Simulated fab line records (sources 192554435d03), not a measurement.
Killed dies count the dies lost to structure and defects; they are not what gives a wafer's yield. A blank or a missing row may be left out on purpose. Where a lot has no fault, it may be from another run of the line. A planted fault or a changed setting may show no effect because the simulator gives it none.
Matching of chambers + flow n5_finfet + 4 sister chambers for N5_BEOL_M0_SAQP_STRIP_75 on rie_diel-03
The step strips in CF4. 20 wafers are shown with their chamber, then 10 later ones without.

== WAFERS PAIRED WITH THEIR CHAMBERS ==
| wafer  | chamber | throttle_valve_pct (%) | drypump_motor_current_A (A) | oes_product_au (a.u.) |
|--------|---------|------------------------|-----------------------------|-----------------------|
| L074.1 | 1       | 13.29                  | 5.2                         | 0.194                 |
| L074.2 | 2       | 13.42                  | 5.7                         | 0.165                 |
| L074.3 | 3       | 13.77                  | 5.5                         | 0.180                 |
| L074.4 | 1       | 13.29                  | 5.1                         | 0.196                 |
| L074.5 | 3       | 13.78                  | 5.4                         | 0.178                 |
| L074.6 | 2       | 13.44                  | 5.7                         | 0.171                 |
| L075.4 | 1       | 13.30                  | 5.1                         | 0.199                 |
| L075.5 | 2       | 13.44                  | 5.7                         | 0.172                 |
| L075.6 | 3       | 13.78                  | 5.4                         | 0.171                 |
| L079.1 | 1       | 13.32                  | 5.1                         | 0.191                 |
| L079.2 | 2       | 13.46                  | 5.7                         | 0.169                 |
| L079.3 | 0       | 13.19                  | 6.2                         | 0.204                 |
| L079.4 | 0       | 13.18                  | 6.2                         | 0.221                 |
| L079.5 | 1       | 13.31                  | 5.1                         | 0.190                 |
| L079.6 | 2       | 13.47                  | 5.8                         | 0.168                 |
| L084.2 | 1       | 13.33                  | 5.1                         | 0.192                 |
| L084.3 | 2       | 13.46                  | 5.8                         | 0.163                 |
| L084.4 | 0       | 13.18                  | 6.2                         | 0.216                 |
| L086.4 | 2       | 13.48                  | 5.8                         | 0.167                 |
| L086.5 | 2       | 13.48                  | 5.8                         | 0.164                 |

SIGNATURES, as means of the wafers listed above
| reading                 | chamber 0 | chamber 1 | chamber 2 | chamber 3 | scatter within a chamber |
|-------------------------|-----------|-----------|-----------|-----------|--------------------------|
| throttle_valve_pct      | 13.1833   | 13.3067   | 13.4563   | 13.7767   | 0.0171                   |
| drypump_motor_current_A | 6.200     | 5.117     | 5.750     | 5.433     | 0.0468                   |
| oes_product_au          | 0.21367   | 0.19367   | 0.16737   | 0.17633   | 0.00453                  |
Rule: a wafer's distance from a chamber is the root of the sum, over the readings, of the square of ((its reading less the chamber's mean) divided by the reading's scatter). The wafer belongs to the nearest chamber; if the next one is less than 2 further off, it can't be placed. The scatter is the square root of a quotient: the sum, over the shown wafers, of each reading's squared deviation from its chamber's mean, divided by wafers minus chambers.

== WAFERS WITH NO CHAMBER GIVEN ==
| wafer  | throttle_valve_pct (%) | drypump_motor_current_A (A) | oes_product_au (a.u.) |
|--------|------------------------|-----------------------------|-----------------------|
| L086.6 | 13.81                  | 5.4                         | 0.182                 |
| L087.2 | 13.48                  | 5.8                         | 0.167                 |
| L087.4 | 13.35                  | 5.1                         | 0.195                 |
| L087.5 | 13.19                  | 6.2                         | 0.206                 |
| L095.2 | 13.22                  | 6.2                         | 0.198                 |
| L095.3 | 13.84                  | 5.4                         | 0.169                 |
| L095.6 | 13.37                  | 5.1                         | 0.189                 |
| L097.1 | 13.24                  | 6.2                         | 0.206                 |
| L097.3 | 13.37                  | 5.1                         | 0.180                 |
| L097.6 | 13.23                  | 6.2                         | 0.208                 |

== WHICH CHAMBER EACH WENT THROUGH ==
| wafer  | from the rows above | in truth |
|--------|---------------------|----------|
| L086.6 | 3                   | 3        |
| L087.2 | 2                   | 2        |
| L087.4 | 1                   | 1        |
| L087.5 | 0                   | 0        |
| L095.2 | 0                   | 0        |
| L095.3 | 3                   | 3        |
| L095.6 | 1                   | 1        |
| L097.1 | 0                   | 0        |
| L097.3 | 1                   | 1        |
| L097.6 | 0                   | 0        |
Correctly placed: 10 of 10. Can't be placed from these rows: 0. Number placed wrongly: 0.
